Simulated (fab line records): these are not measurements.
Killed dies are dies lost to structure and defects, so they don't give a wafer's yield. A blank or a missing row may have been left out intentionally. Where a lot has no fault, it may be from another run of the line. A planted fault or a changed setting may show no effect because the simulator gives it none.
Chamber matching + flow n5_finfet + rie_diel-04 running N5_BEOL_M13_ETCH_38: 4 sister chambers
The step etches SiCN in CF4/N2, target depth 67.5 nm, time 71.9 s. 18 wafers are shown with their chamber, then 8 later ones without.

## WAFERS PAIRED WITH THEIR CHAMBERS
| wafer  | chamber | showerhead_plenum_p_Torr (Torr) | drypump_motor_current_A (A) | oes_product_au (a.u.) |
|--------|---------|---------------------------------|-----------------------------|-----------------------|
| L074.1 | 3       | 2.35                            | 5.6                         | 0.98                  |
| L074.4 | 3       | 2.35                            | 5.7                         | 0.99                  |
| L074.5 | 0       | 2.19                            | 6.2                         | 0.71                  |
| L078.1 | 1       | 2.11                            | 6.6                         | 0.75                  |
| L078.4 | 2       | 2.28                            | 5.5                         | 0.74                  |
| L078.5 | 3       | 2.35                            | 5.7                         | 0.96                  |
| L075.3 | 1       | 2.11                            | 6.6                         | 0.74                  |
| L075.5 | 1       | 2.11                            | 6.6                         | 0.74                  |
| L075.6 | 2       | 2.28                            | 5.5                         | 0.73                  |
| L077.1 | 2       | 2.28                            | 5.5                         | 0.74                  |
| L077.5 | 2       | 2.28                            | 5.5                         | 0.74                  |
| L077.6 | 1       | 2.11                            | 6.6                         | 0.75                  |
| L083.1 | 2       | 2.28                            | 5.5                         | 0.73                  |
| L083.2 | 1       | 2.11                            | 6.6                         | 0.73                  |
| L083.5 | 2       | 2.28                            | 5.5                         | 0.73                  |
| L084.1 | 0       | 2.18                            | 6.1                         | 0.69                  |
| L084.4 | 2       | 2.27                            | 5.5                         | 0.72                  |
| L084.5 | 3       | 2.34                            | 5.6                         | 0.91                  |

SIGNATURES (means of the wafers above)
| reading                  | chamber 0 | chamber 1 | chamber 2 | chamber 3 | scatter within a chamber |
|--------------------------|-----------|-----------|-----------|-----------|--------------------------|
| showerhead_plenum_p_Torr | 2.1850    | 2.1100    | 2.2786    | 2.3475    | 0.00388                  |
| drypump_motor_current_A  | 6.150     | 6.600     | 5.500     | 5.650     | 0.0327                   |
| oes_product_au           | 0.7000    | 0.7420    | 0.7329    | 0.9600    | 0.0182                   |
Rule: a wafer's distance from a chamber is the root of the sum, over the readings, of the square of ((its reading less the chamber's mean) divided by the reading's scatter). The wafer belongs to the nearest chamber; if the next one is less than 2 further off, it can't be placed. The scatter: the root of (the sum of the squares of (reading less its chamber's mean) over the shown wafers, divided by (wafers less chambers)).

## WAFERS WITH NO CHAMBER GIVEN
| wafer  | showerhead_plenum_p_Torr (Torr) | drypump_motor_current_A (A) | oes_product_au (a.u.) |
|--------|---------------------------------|-----------------------------|-----------------------|
| L090.1 | 2.27                            | 5.5                         | 0.72                  |
| L090.4 | 2.34                            | 5.7                         | 0.90                  |
| L090.5 | 2.10                            | 6.6                         | 0.72                  |
| L095.3 | 2.33                            | 5.6                         | 0.89                  |
| L095.6 | 2.27                            | 5.5                         | 0.72                  |
| L097.2 | 2.09                            | 6.6                         | 0.72                  |
| L097.4 | 2.09                            | 6.6                         | 0.72                  |
| L097.6 | 2.26                            | 5.5                         | 0.70                  |

## EACH ONE'S CHAMBER
| wafer  | from the rows above | in truth |
|--------|---------------------|----------|
| L090.1 | 2                   | 2        |
| L090.4 | 3                   | 3        |
| L090.5 | 1                   | 1        |
| L095.3 | 3                   | 3        |
| L095.6 | 2                   | 2        |
| L097.2 | 1                   | 1        |
| L097.4 | 1                   | 1        |
| L097.6 | 2                   | 2        |
Correct placement for 8 of the 8. Left unplaced by these rows: 0. Number placed wrongly: 0.
